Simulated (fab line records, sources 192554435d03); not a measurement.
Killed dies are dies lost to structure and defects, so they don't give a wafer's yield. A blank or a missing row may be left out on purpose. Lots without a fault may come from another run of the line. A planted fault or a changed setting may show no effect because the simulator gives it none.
Chamber matching | flow n5_finfet | N5_BEOL_M5_DEP_56 on pecvd-03: 3 sister chambers
The step deposits SiCN from 3MS/NH3, target thk 8 nm, time 14 s. 6 wafers are shown with their chamber, then 11 later ones without.

WAFERS WITH THEIR CHAMBER
wafer  | chamber | showerhead_plenum_p_Torr (Torr) | throttle_valve_pct (%)
L084.5 | 0       | 3.676                           | 9.4
L089.1 | 1       | 3.651                           | 8.7
L086.2 | 2       | 3.669                           | 8.5
L086.4 | 1       | 3.644                           | 8.8
L086.5 | 2       | 3.673                           | 8.6
L090.1 | 0       | 3.684                           | 9.3

WAFERS WITHOUT THEIR CHAMBER
wafer  | showerhead_plenum_p_Torr (Torr) | throttle_valve_pct (%)
L090.2 | 3.680                           | 8.3
L090.6 | 3.696                           | 9.3
L092.2 | 3.694                           | 9.5
L092.3 | 3.649                           | 8.7
L092.6 | 3.641                           | 8.7
L091.1 | 3.664                           | 8.5
L091.2 | 3.655                           | 8.2
L091.3 | 3.678                           | 9.3
L093.1 | 3.671                           | 8.7
L093.2 | 3.661                           | 8.8
L093.6 | 3.670                           | 8.7

WHICH CHAMBER EACH WENT THROUGH
wafer  | from the rows above     | in truth
L090.2 | 2                       | 2
L090.6 | 0                       | 0
L092.2 | 0                       | 0
L092.3 | 1                       | 1
L092.6 | 1                       | 1
L091.1 | 2                       | 2
L091.2 | can't be placed: 2 or 1 | 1
L091.3 | 0                       | 0
L093.1 | 2                       | 2
L093.2 | can't be placed: 1 or 2 | 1
L093.6 | 2                       | 2
Placed correctly: 9 of 11. Can't be placed from these rows: 2 (the true chamber is among the candidates in 2). Placed wrongly: 0.
How it was worked out, from the rows above alone: a wafer's distance from a chamber is the root of the sum, over the readings, of the square of ((its reading less the chamber's mean) divided by the reading's scatter). The wafer belongs to the nearest chamber; if the next one is less than 2 further off, it can't be placed. A chamber's mean is the mean of its shown wafers. The scatter: the root of (the sum of the squares of (reading less its chamber's mean) over the shown wafers, divided by (wafers less chambers)).
